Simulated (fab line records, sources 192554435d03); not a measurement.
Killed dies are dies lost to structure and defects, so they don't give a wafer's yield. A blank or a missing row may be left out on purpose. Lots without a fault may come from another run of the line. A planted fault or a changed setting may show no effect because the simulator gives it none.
fab line records | flow n5_finfet
record lots=7 wafers=39
route steps=1938 shown DUMMY_GATE@237 SD_EPI_P@321 SD_ACTIVATION@330 HKMG_FIN@434 GATE_CUT@510 MOL_CONTACT_COAG@579
start_h: hours from the record's first day to the start of the lot's first wafer shown | wait_h: hours since the lot's step before | " the same as in the row above | L1.1+2: a row that stands for several wafers | - no value, or no start given | * or withheld: withheld | < > ~ a bound
route shown NAME@n: a module of which the file shows steps, and the number in the route of the first | usual: mean/standard deviation of fault-free wafers | same: alike in all rows | chamber/n: place in a boat | sites: the reading at each site | _std_site: their standard deviation | _edge_site: outer sites' mean less inner sites' | radius_mm: how far each site lies from the wafer's centre | mask NAME#n: copy n | behind: the tool/chamber that last shaped the wafer | hold: why the lot was held/for how many hours/how that ended | device: the transistor (n, p or np) that didn't switch | end of line: the same wafers' tests at the end of the route | a step without rows: its recipe alone | killed: dies lost to structure and defects at the first sort, not the wafer's yield | map: a wafer's dies, x killed, . not, _ none there
set.NAME: the setting as run; set.NAME@STEP: as run at that earlier step | model.NAME: the simulator's own value behind a step, which no gauge read
lots whose settings were changed on purpose; a table a step, a row a wafer
## steps
# step N5_DUMMY_GATE_ETCH_37
# recipe chemistry=N2/H2 target=SOC target_depth_a=600 overetch_a=300 temp_c=40 ion_energy_ev=200 pressure_mtorr=30 source_w=840 bias_w=150 n2_flow_sccm=200 h2_flow_sccm=200
# usual rf_vpp_V=524/3
# columns lot.wafer tool chamber start_h wait_h set.source_w rf_vpp_V
L074.1 rie_diel-06 1 44.56 0.0 840 519
L074.2 " 3 " " 840 520
L074.3 " 0 " " 840 530
L074.4 " 2 " " 840 523
L074.5 " 1 " " 840 517
L074.6 " 0 " " 840 528
L080.1 rie_diel-05 3 82.67 0.0 840 521
L080.4 " 2 " " 840 527
L080.5 " 0 " " 840 524
L083.1 rie_diel-02 0 101.94 0.0 840 525
L083.2 " 3 " " 719.1 552
L083.3 " 2 " " 719.1 549
L083.4 " 1 " " 840 528
L083.5 " 2 " " 840 522
L083.6 " 1 " " 719.1 556
L086.1 rie_diel-02 0 119.61 0.0 840 525
L086.2 " 3 " " 704 556
L086.3 " 1 " " 840 526
L086.4 " 2 " " 840 522
L086.5 " 0 " " 704 559
L086.6 " 1 " " 704 560
L089.1 rie_diel-02 1 137.91 0.0 840 528
L089.2 " 3 " " 840 524
L089.3 " 0 " " 840 525
L089.4 " 2 " " 840 522
L089.5 " 1 " " 840 526
L089.6 " 2 " " 840 521
L090.1 rie_diel-06 0 146.29 0.0 840 527
L090.2 " 3 " " 840 520
L090.3 " 2 " " 840 521
L090.4 " 1 " " 906.2 506
L090.5 " 2 " " 906.2 508
L090.6 " 3 " " 906.2 505
L096.1 rie_diel-06 0 177.67 0.0 840 527
L096.2 " 2 " " 840 519
L096.3 " 1 " " 840 519
L096.4 " 1 " " 840 519
L096.5 " 0 " " 840 529
L096.6 " 2 " " 840 521
# step N5_SD_EPI_P_EPI_21
# recipe material=SiGe:B dopant=B temp_c=550 pressure_torr=20 ambient=H2 time_s=355
# columns lot.wafer tool chamber start_h wait_h set.temp_c model.SiGe-B_of_SD_EPI_P_EPI_21.thk_nm
L074.1 epi_rpcvd-01 0 53.58 0.1 550 62
L074.2+4 " 0 " " 550 61.8
L074.3+5 " 0 " " 550 61.4
L074.6 " 0 55.38 1.8 550 62.2
L080.1 epi_rpcvd-02 0 91.44 0.1 550 60.8
L080.4 " 0 92.52 1.1 550 60.2
L080.5 " 0 " " 550 61.4
L083.1+4 epi_rpcvd-04 0 109.98 0.1 550 60
L083.2+3 " 0 " " 550 60.6
L083.5 " 0 111.42 1.5 550 60.8
L083.6 " 0 " " 550 60.4
L086.1 epi_rpcvd-04 0 127.52 0.1 551.9 63.6
L086.2 " 0 " " 551.9 63.2
L086.3 " 0 " " 550 61.8
L086.4 " 0 " " 550 60.8
L086.5 " 0 " " 550 60.6
L086.6 " 0 " " 551.9 63.8
L089.1 epi_rpcvd-04 0 146.75 0.1 553.7 65.8
L089.2+4 " 0 " " 553.7 66.6
L089.3 " 0 " " 550 61.8
L089.5 " 0 " " 550 60.8
L089.6 " 0 " " 550 60.6
L090.1 epi_rpcvd-02 0 156.01 0.1 551.4 61.8
L090.2 " 0 " " 551.4 63
L090.3+4 " 0 " " 550 59.6
L090.5 " 0 " " 551.4 62.2
L090.6 " 0 " " 550 59.2
L096.1 epi_rpcvd-02 0 187.35 0.1 546.7 57.8
L096.2 " 0 " " 546.7 57.6
L096.3 " 0 " " 546.7 58
L096.4 " 0 " " 550 62.4
L096.5 " 0 " " 550 62.6
L096.6 " 0 " " 550 61.8
# step N5_SD_EPI_P_HM_STRIP_48
# recipe chemistry=H3PO4 temp_c=160 material=SiNx target=SiNx target_depth_a=30 overetch_fraction=0.3
# columns lot.wafer tool chamber start_h wait_h set.temp_c@SD_EPI_P_EPI_21 model.SiGe-B_of_SD_EPI_P_EPI_21.thk_nm
L074.1+2 wet_bench-01 4,7 55.82 0.0 550 61.6
L074.3 " 1 " " 550 61
L074.4 " 3 " " 550 61.4
L074.5 " 2 " " 550 61.2
L074.6 " 0 " " 550 62
L080.1 wet_bench-03 6 93.67 0.0 550 60.4
L080.4 " 4 " " 550 60
L080.5 " 5 " " 550 61.2
L083.1+4 wet_bench-01 7,1 112.21 0.0 550 59.8
L083.2+6 " 6,0 " " 550 60.2
L083.3+5 " 3,2 " " 550 60.4
L086.1 wet_bench-03 5 129.77 0.0 551.9 63.2
L086.2 " 7 " " 551.9 63
L086.3 " 0 " " 550 61.6
L086.4 " 6 " " 550 60.4
L086.5 " 1 " " 550 60.2
L086.6 " 2 " " 551.9 63.4
L089.1 wet_bench-01 5 148.98 0.0 553.7 65.4
L089.2 " 7 " " 553.7 66.2
L089.3 " 4 " " 550 61.4
L089.4 " 6 " " 553.7 66.4
L089.5+6 " 3,0 " " 550 60.4
L090.1 wet_bench-06 1 158.24 0.0 551.4 61.6
L090.2 " 7 " " 551.4 62.6
L090.3+4 " 6,5 " " 550 59.4
L090.5 " 0 " " 551.4 61.8
L090.6 " 2 " " 550 59
L096.1 wet_bench-06 3 189.60 0.0 546.7 57.4
L096.2 " 7 " " 546.7 57.2
L096.3 " 0 " " 546.7 57.6
L096.4 " 5 " " 550 62
L096.5 " 6 " " 550 62.4
L096.6 " 4 " " 550 61.6
# step N5_SD_EPI_P_SRD_49
# recipe dry=ipa_marangoni time_s=30 temp_c=23 rinse_liquid=diw
# step N5_SD_EPI_P_PRECLEAN_24
# recipe chemistry=O3/DIW time_s=45 temp_c=22 o3_ppm=10
# step N5_SD_ACTIVATION_RTA_00
# recipe temp_c=975 time_s=0 ambient=N2 idle_temp_c=600 ramp_up_c_per_s=150 ramp_down_c_per_s=60 cool_to_c=600
# step N5_SD_ACTIVATION_LSA_01
# recipe temp_c=1080 time_s=0.0008 ambient=N2
# step N5_SD_ACTIVATION_RS_MEAS_03
# recipe thk_meas_gauge=four-point-probe
# usual RS_SD_N=21.86/0.3 RS_SD_P=56.1/0.85
# columns lot.wafer tool chamber start_h wait_h set.temp_c@SD_EPI_P_EPI_21 RS_SD_N[ohm/sq] RS_SD_P[ohm/sq]
L074.1 film_metro-02 - 56.52 0.2 550 22.31 54.9
L074.2 " - " " 550 22.28 55.0
L074.3 " - " " 550 22.21 55.6
L074.4 " - " " 550 22.07 55.1
L074.5 " - " " 550 22.08 55.0
L074.6 " - " " 550 21.94 54.6
L080.1 film_metro-02 - 94.39 0.2 550 22.16 56.2
L080.4 " - " " 550 22.12 56.9
L080.5 " - " " 550 22.21 55.6
L083.1 film_metro-02 - 112.80 0.2 550 21.39 55.8
L083.2 " - " " 550 21.60 55.7
L083.3 " - " " 550 21.71 55.5
L083.4 " - " " 550 21.12 56.1
L083.5 " - " " 550 21.26 55.5
L083.6 " - " " 550 21.22 56.0
L086.1 film_metro-02 - 130.42 0.2 551.9 22.27 54.0
L086.2 " - " " 551.9 22.08 54.5
L086.3 " - " " 550 22.64 54.9
L086.4 " - " " 550 22.01 56.4
L086.5 " - " " 550 22.11 56.6
L086.6 " - " " 551.9 22.36 53.3
L089.1 film_metro-01 - 149.55 0.2 553.7 22.21 52.3
L089.2 " - " " 553.7 21.46 51.4
L089.3 " - " " 550 22.03 55.9
L089.4 " - " " 553.7 22.08 51.2
L089.5 " - " " 550 22.13 56.3
L089.6 " - " " 550 22.03 57.3
L090.1 film_metro-01 - 158.91 0.2 551.4 22.04 55.4
L090.2 " - " " 551.4 22.23 54.3
L090.3 " - " " 550 22.08 57.9
L090.4 " - " " 550 21.80 58.4
L090.5 " - " " 551.4 22.28 55.4
L090.6 " - " " 550 22.33 58.1
L096.1 film_metro-02 - 190.17 0.2 546.7 21.81 59.5
L096.2 " - " " 546.7 21.96 59.7
L096.3 " - " " 546.7 21.74 59.7
L096.4 " - " " 550 22.06 55.2
L096.5 " - " " 550 22.04 54.9
L096.6 " - " " 550 22.09 55.6
# step N5_HKMG_FIN_ETCH_31
# recipe chemistry=CF4 target=SiARC target_depth_a=455 mask_material=CAR-ArF time_s=75.8 ion_energy_ev=80 pressure_mtorr=40 source_w=545 bias_w=36 Ar_flow_sccm=100 cf4_flow_sccm=100 ends=cleared
# usual rf_vpp_V=184.2/1.2
# columns lot.wafer tool chamber start_h wait_h set.bias_w rf_vpp_V
L074.1 rie_diel-04 3 72.82 0.0 36 185.4
L074.2 " 2 " " 36 185.6
L074.3 " 0 " " 36 183.7
L074.4 " 1 " " 36 186.1
L074.5 " 1 " " 36 187.1
L074.6 " 2 " " 36 184.4
L080.1 rie_diel-01 3 111.59 0.0 36 184.5
L080.4 " 1 " " 36 182.5
L080.5 " 3 " " 36 182.6
L083.1 rie_diel-03 3 129.14 0.0 37.86 189.2
L083.2 " 0 " " 36 183.6
L083.3 " 1 " " 36 182.0
L083.4 " 2 " " 36 185.3
L083.5 " 2 " " 37.86 190.2
L083.6 " 1 " " 37.86 189.9
L086.1 rie_diel-03 3 147.01 0.0 32.34 172.6
L086.2 " 0 " " 36 184.3
L086.3 " 2 " " 36 185.5
L086.4 " 0 " " 32.34 171.9
L086.5 " 2 " " 32.34 173.8
L086.6 " 3 " " 36 182.6
L089.1 rie_diel-04 2 166.95 0.0 36 184.7
L089.2 " 3 " " 32.29 172.9
L089.3 " 0 " " 32.29 172.2
L089.4 " 3 " " 32.29 172.4
L089.5 " 0 " " 36 183.7
L089.6 " 2 " " 36 185.2
L090.1 rie_diel-01 2 175.26 0.0 36 184.9
L090.2 " 1 " " 33.78 176.1
L090.3 " 3 " " 36 184.2
L090.4 " 0 " " 33.78 177.6
L090.5 " 3 " " 36 183.0
L090.6 " 0 " " 33.78 175.5
L096.1 rie_diel-03 2 207.11 0.0 36 185.6
L096.2 " 3 " " 36 183.6
L096.3 " 1 " " 32 169.3
L096.4 " 0 " " 32 170.9
L096.5 " 2 " " 32 171.5
L096.6 " 1 " " 36 183.4
# step N5_GATE_CUT_ALD_22
# recipe material=SiNx target_thk_a=160 temp_c=400 ald_precursor_family=SiH2I2 ald_co_reactant=N2/H2-plasma pulse_time_s=1 ald_cycles=320 purge_time_s=2 co_reactant_purge_time_s=2 pressure_torr=2
# columns lot.wafer tool chamber start_h wait_h set.ald_cycles model.SiNx_of_GATE_CUT_ALD_22.thk_nm
L074.1+3+4 ald_sin-04 1,3,0 82.36 0.0 320 16
L074.2+5+6 " 2,0,1 " " 295 14.6
L080.1+4+5 ald_sin-04 0,2,2 121.27 0.0 320 16
L083.1+3+6 ald_sin-04 2,1,3 138.43 0.0 320 16
L083.2+4+5 " 3,0,2 " " 347 17.4
L086.1 ald_sin-02 2 156.21 0.0 285 14.4
L086.2+5 " 1,2 " " 320 16
L086.3 " 0 " " 320 16.2
L086.4+6 " 3 " " 285 14.2
L089.1+2+3 ald_sin-03 1,2,0 176.34 0.0 320 16
L089.4+5+6 " 3,3,0 " " 287 14.4
L090.1+5 ald_sin-03 3,2 184.38 0.0 320 16.2
L090.2+3+4+6 " 2,1,0,1 " " 320 16
L096.1+3+4 ald_sin-04 3,0,1 216.17 0.1 376 18.8
L096.2+5+6 " 2,0,3 " " 320 16
# step N5_MOL_CONTACT_COAG_ALD_131
# recipe material=SiO2 target_thk_a=50 temp_c=100 ald_precursor_family=BDEAS ald_co_reactant=O2-plasma pulse_time_s=1 co_reactant_pulse_time_s=1 purge_time_s=2 co_reactant_purge_time_s=2 ald_cycles=35 pressure_torr=2
# columns lot.wafer tool chamber start_h wait_h set.ald_cycles model.SiO2_of_MOL_CONTACT_COAG_ALD_131.thk_nm
L074.1+3+6 ald_sin-02 2,0,0 97.68 0.1 35 5
L074.2+4+5 " 1,3,3 " " 39 5.6
L080.1+4+5 ald_sin-03 1,0,1 135.90 0.1 35 5
L083.1+3+4 ald_sin-03 0,3,2 150.02 0.1 35 5
L083.2+5 " 1,3 " " 37 5.4
L083.6 " 0 " " 37 5.2
L086.1+2+3 ald_sin-01 0,1,2 168.13 0.1 35 5
L086.4+5+6 " 3,1,0 " " 38 5.4
L089.1+2+3+4+5+6 ald_sin-03 1,3,0,2,3,2 190.69 0.1 35 5
L090.1+2 ald_sin-02 1,2 197.14 0.1 37 5.2
L090.3+4+5 " 3,0,3 " " 35 5
L090.6 " 2 " " 37 5.4
L096.1+2+3+4+5+6 ald_sin-02 3,1,0,2,0,1 229.11 0.1 35 5
## key
split step=N5_DUMMY_GATE_ETCH_37 setting=source_w stated=840 by=wafer
response step=N5_DUMMY_GATE_ETCH_37 reading=rf_vpp_V change=-2 per=1% r=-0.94
split step=N5_SD_EPI_P_EPI_21 setting=temp_c stated=550 by=wafer
response step=N5_SD_EPI_P_EPI_21 reading=model.SiGe-B_of_SD_EPI_P_EPI_21.thk_nm change=+7.83 per=1% r=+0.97
response step=N5_SD_EPI_P_HM_STRIP_48 reading=model.SiGe-B_of_SD_EPI_P_EPI_21.thk_nm change=+7.88 per=1% r=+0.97
response step=N5_SD_ACTIVATION_RS_MEAS_03 reading=RS_SD_P change=-7.44 per=1% r=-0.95
split step=N5_HKMG_FIN_ETCH_31 setting=bias_w stated=36 by=wafer
response step=N5_HKMG_FIN_ETCH_31 reading=rf_vpp_V change=+1.18 per=1% r=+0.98
split step=N5_GATE_CUT_ALD_22 setting=ald_cycles stated=320 by=wafer
response step=N5_GATE_CUT_ALD_22 reading=model.SiNx_of_GATE_CUT_ALD_22.thk_nm change=+0.162 per=1% r=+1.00
split step=N5_MOL_CONTACT_COAG_ALD_131 setting=ald_cycles stated=35 by=wafer
response step=N5_MOL_CONTACT_COAG_ALD_131 reading=model.SiO2_of_MOL_CONTACT_COAG_ALD_131.thk_nm change=+0.0509 per=1% r=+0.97
